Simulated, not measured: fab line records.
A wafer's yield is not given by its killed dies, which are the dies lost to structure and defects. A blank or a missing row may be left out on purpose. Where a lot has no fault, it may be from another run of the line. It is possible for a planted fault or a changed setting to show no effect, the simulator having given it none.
Which tool is to blame?    flow nandHarc    36 wafers from 12 lots sampled at 6 of the route's 1159 steps

WHAT EACH GAUGE READ, for each wafer
NHARC_P_ZERO_WELL_CD_MEAS_37: target cd 720 nm.
lot   measured     on        cdNm (nm)
L955  day 1 15:59  cdSem-03  722.9 721.1 720.0
L958  day 2 10:07  cdSem-01  723.6 723.1 722.3
L960  day 2 22:05  cdSem-02  719.1 719.2 724.2
L962  day 3 10:16  cdSem-03  721.6 721.0 718.9
L965  day 4 04:14  cdSem-03  722.4 721.0 719.8
L967  day 4 16:21  cdSem-02  719.3 721.5 722.3
L970  day 5 09:52  cdSem-02  717.8 720.3 718.2
L973  day 6 04:07  cdSem-01  724.4 723.8 723.7
L975  day 6 16:16  cdSem-02  726.3 722.0 722.6
L976  day 6 22:06  cdSem-01  720.2 717.4 719.1
L977  day 7 04:08  cdSem-02  718.3 720.0 720.1
L978  day 7 10:07  cdSem-01  720.2 721.4 719.8

NHARC_P_STI_CD_MEAS_09: target cd 200 nm.
lot   measured     on        cdNm (nm)
L955  day 2 11:50  cdSem-02  192.6 199.8 203.5
L958  day 3 11:22  cdSem-01  191.7 194.3 195.4
L960  day 3 17:34  cdSem-02  200.3 204.3 198.2
L962  day 4 06:45  cdSem-01  203.3 202.5 196.4
L965  day 4 22:59  cdSem-03  216.8 214.2 217.4
L967  day 5 13:44  cdSem-01  203.2 200.7 199.1
L970  day 6 04:46  cdSem-03  200.5 195.1 203.5
L973  day 7 08:18  cdSem-03  197.2 193.5 199.0
L975  day 7 08:20  cdSem-02  201.7 200.5 200.0
L976  day 7 18:33  cdSem-02  196.2 203.4 197.5
L977  day 7 22:53  cdSem-02  202.4 203.1 199.2
L978  day 8 06:33  cdSem-03  201.1 201.0 199.5

NHARC_P_STI_INSPECT_11.
lot   measured     on                rawDefectCount
L955  day 2 11:58  defectInspect-01  6 11 8
L958  day 3 11:30  defectInspect-01  8 5 2
L960  day 3 17:41  defectInspect-02  9 5 8
L962  day 4 06:52  defectInspect-01  7 7 6
L965  day 4 23:07  defectInspect-01  4 4 9
L967  day 5 13:52  defectInspect-01  3 1 3
L970  day 6 04:53  defectInspect-01  5 4 3
L973  day 7 08:26  defectInspect-02  5 2 3
L975  day 7 08:28  defectInspect-01  8 4 4
L976  day 7 18:41  defectInspect-01  9 2 5
L977  day 7 23:01  defectInspect-02  11 3 3
L978  day 8 06:40  defectInspect-02  9 6 8

NHARC_P_STI_OCD_MEAS_17.
lot   measured     on      trenchDepthNm (nm)  trenchFootCdNm (nm)
L955  day 2 12:37  ocd-02  293 298 299         151.8 158.5 161.4
L958  day 3 12:12  ocd-01  299 302 302         149.9 152.4 153.0
L960  day 3 18:22  ocd-01  302 305 301         158.2 162.3 156.2
L962  day 4 07:32  ocd-02  300 296 298         161.7 160.7 154.5
L965  day 4 23:47  ocd-01  302 300 303         174.1 172.7 175.1
L967  day 5 14:58  ocd-01  306 308 309         160.2 158.4 155.1
L970  day 6 05:32  ocd-02  300 304 300         158.3 152.7 161.8
L973  day 7 09:05  ocd-01  306 301 300         154.6 151.8 157.5
L975  day 7 09:10  ocd-02  296 300 291         160.6 158.7 159.3
L976  day 7 19:20  ocd-02  298 303 291         154.5 161.0 157.1
L977  day 7 23:40  ocd-01  301 290 293         160.2 162.9 157.9
L978  day 8 07:20  ocd-02  301 306 298         158.7 158.5 158.3

EACH LOT AND THE TOOL THAT RAN IT (in order: tool; ch and the chambers of the sampled wafers; start)
lot   NHARC_P_ZERO_WELL_ETCH_65         NHARC_P_STI_EXPOSE_06
L955  rieDiel-05 ch 0,1,3, day 1 13:22  krfScanner-01 ch 0, day 2 11:40
L958  rieDiel-10 ch 0,3, day 2 07:29    krfScanner-03 ch 0, day 3 11:13
L960  rieDiel-05 ch 0,1,2, day 2 19:26  krfScanner-01 ch 0, day 3 17:25
L962  rieDiel-06 ch 0,3, day 3 07:30    krfScanner-01 ch 0, day 4 06:36
L965  rieDiel-06 ch 1,2,3, day 4 01:29  krfScanner-01 ch 0, day 4 22:50
L967  rieDiel-05 ch 0,1,2, day 4 13:29  krfScanner-04 ch 0, day 5 13:35
L970  rieDiel-06 ch 0,2,3, day 5 07:22  krfScanner-03 ch 0, day 6 04:36
L973  rieDiel-06 ch 0,1,3, day 6 01:31  krfScanner-01 ch 0, day 7 08:09
L975  rieDiel-10 ch 0,2,3, day 6 13:30  krfScanner-01 ch 0, day 7 08:11
L976  rieDiel-06 ch 0,2,3, day 6 19:29  krfScanner-04 ch 0, day 7 18:23
L977  rieDiel-06 ch 0,2,3, day 7 01:31  krfScanner-01 ch 0, day 7 22:44
L978  rieDiel-05 ch 1,3, day 7 07:29    krfScanner-01 ch 0, day 8 06:24
- NHARC_P_ZERO_WELL_ETCH_65: etches the open film in N2/H2, target depth 80 nm, overetch 24 nm, time 87.88 s.
- NHARC_P_STI_EXPOSE_06: exposes mask P STI, target cd 200 nm.

WHAT THE TOOLS THEMSELVES READ (means of the sampled wafers that have a number; where no wafer has one, the mark that the record gives instead)
NHARC_P_ZERO_WELL_ETCH_65.
lot   tool        chamberPressureMTorr (mTorr)  drypumpMotorCurrentA (A)  oesProductAu (a.u.)  rfVppV (V)  showerheadPlenumPTorr (Torr)  throttleValvePct (%)
L955  rieDiel-05  30.007                        5.6                       0.998                432.2       2.08                          14.171
L958  rieDiel-10  29.986                        5.7                       1.002                431.9       2.11                          14.163
L960  rieDiel-05  29.997                        6.1                       0.998                431.6       2.07                          14.167
L962  rieDiel-06  30.007                        6.3                       0.995                429.1       2.02                          14.178
L965  rieDiel-06  30.001                        5.9                       0.996                428.8       1.95                          14.166
L967  rieDiel-05  30.008                        6.1                       0.990                431.6       2.07                          14.165
L970  rieDiel-06  29.991                        6.0                       0.988                429.6       2.01                          14.168
L973  rieDiel-06  29.980                        6.1                       0.985                427.2       1.96                          14.169
L975  rieDiel-10  30.001                        5.9                       1.008                430.4       2.02                          14.162
L976  rieDiel-06  29.997                        6.0                       0.986                429.6       2.01                          14.167
L977  rieDiel-06  30.004                        6.0                       0.974                430.0       2.01                          14.174
L978  rieDiel-05  29.979                        5.9                       1.003                434.4       2.15                          14.163

THE ANSWER, worked out from the rows above alone
Rule: the usual values come from the lots themselves. The widest of any qualifying gaps counts: lots, ordered by their means at a reading, are off when they make up no more than a third of the lots, leave a main group of 4 or more, and stand apart from it by 3 or more times the standard deviation of that group's means. If all means in a main group match to the digits the tables above print for the reading, that group is not used. Also off: a lot with no number at a reading for which 4 or more lots have one. Where the step has rows for the other lots, those lots are counted as sound. The gauges are gone through in route order, then the tools' own readings, and for those a lot's mean is taken as printed above. The first step at which some lot is off is used, and at that step the reading that is off furthest; a lot without a number counts as furthest.
Off: L965, at NHARC_P_STI_CD_MEAS_09 (cdNm). Main group: mean 199.4 nm, sd 2.2.
A tool fits if, at a process step before that reading, it ran every lot that is off, and no sound lot after the first of them. The gauges at NHARC_P_STI_CD_MEAS_09 aren't tried: what is off there is off at NHARC_P_STI_OCD_MEAS_17 too, on other tools, and a gauge's error can't cause that. Of those tried, none fits.

WHAT THE SIMULATOR PUT IN
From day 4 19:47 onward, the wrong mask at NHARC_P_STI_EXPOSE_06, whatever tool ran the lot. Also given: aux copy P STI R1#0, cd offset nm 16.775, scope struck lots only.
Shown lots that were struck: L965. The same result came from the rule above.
